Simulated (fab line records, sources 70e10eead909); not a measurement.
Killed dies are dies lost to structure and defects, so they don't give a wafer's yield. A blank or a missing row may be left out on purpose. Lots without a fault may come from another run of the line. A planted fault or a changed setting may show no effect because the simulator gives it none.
Problem report in the 8D (eight disciplines) form, filled by code | flow nand_harc | the parts of the form that need people (team, actions taken, sign-off) are left out

1. THE PROBLEM
killed_at_array at NHARC_END_SORT_01 reads a mean of 675 on 6 wafers of 2 lots; wafers without a fault read 52 with a standard deviation of 19. That is +33 standard deviations from the usual mean.
First seen on wafer L498.1, day 32 05:19, on prober-01. The record holds 6 wafers of 2 lots with a number at this step. Rule for "out", or "out of limits": more than 4 standard deviations from the usual mean. The other wafers with a number count as sound.

2. WHAT IT IS AND WHAT IT IS NOT
question                    | is                           | is not
which readings at this step | killed_at_array, killed_dies | killed_at_other, killed_at_periphery, killed_open, killed_short
which lots                  | L497, L498                   | -
which wafers of those lots  | all that have a number       | -
read on which gauges        | prober-01                    | -
when                        | from day 32 05:19            | up to then (0 sound wafers)

3. SUSPECTS, AND WHAT RULES EACH OUT
Counting: a tool at a process step up to the reading stays a suspect if it ran every lot that is out and no sound lot after the first of them.
- the gauge at NHARC_END_SORT_01: kept. All the wafers that are out were read on prober-01, and no step on other tools shows them out.
- ald_hk-01 at NHARC_A_CHANNEL_FILL_D1_ALD_02 (deposits SiO2, target thk 6 nm, pulse time 10 s, ald cycles 60): kept. It ran every lot that is out, first L497 (day 16 14:25), and no sound lot after that.
- ald_sin_batch-03 at NHARC_A_CHANNEL_FILL_D1_ALD_03 (deposits SiNx, target thk 6 nm, pulse time 60 s, ald cycles 58): kept. It ran every lot that is out, first L498 (day 32 05:19), and no sound lot after that. NHARC_A_CHANNEL_FILL_D1_ALD_03 gives no start for some lots, so the hours and the order of its lots are those of NHARC_END_SORT_01.
Left after counting: ald_hk-01 at NHARC_A_CHANNEL_FILL_D1_ALD_02, ald_sin_batch-03 at NHARC_A_CHANNEL_FILL_D1_ALD_03, prober-01 at NHARC_END_SORT_01.

4. THE CAUSE (what the simulator had put in)
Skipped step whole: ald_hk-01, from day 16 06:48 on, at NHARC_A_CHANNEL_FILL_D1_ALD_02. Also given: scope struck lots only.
Counting left 3 suspects, and this tool is among them.

5. THE CHAIN OF EFFECTS, in route order
Each row: a reading whose mean over the struck wafers that have a number lies more than 3 standard deviations from the usual. Only readings for which the record gives a usual standard deviation are gone through. hours: the time from each lot's start at the first step in this table that gives one to its start at this step, as a median over the lots. sigmas: the change in usual standard deviations.
hours | step              | reading         | usual | on struck wafers | change | sigmas
0     | NHARC_END_SORT_01 | killed_at_array | 52    | 675              | +623   | +33
0     | NHARC_END_SORT_01 | killed_dies     | 57    | 677              | +620   | +33
Readings that are blank on the struck wafers while sound wafers have them: heater_power_outer_w at NHARC_A_CHANNEL_FILL_D1_ALD_02; heater_power_w at NHARC_A_CHANNEL_FILL_D1_ALD_02; precursor_pulse_height_rel at NHARC_A_CHANNEL_FILL_D1_ALD_02.

6. WHAT WOULD HAVE CAUGHT IT SOONER
In this record the first reading out of limits at a measuring or inspecting step was taken at day 32 05:19, 383 hours after the fault began at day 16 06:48.
At NHARC_A_CHANNEL_FILL_D1_ALD_02 the tool's readings are blank on the struck wafers, where sound wafers have them: an empty tool record is the first sign, and it was there at once.
All the lots that are out (2) had begun NHARC_A_CHANNEL_FILL_D1_ALD_02 on ald_hk-01 by day 32 05:19. A hold on the tool at that time would have spared none of them.
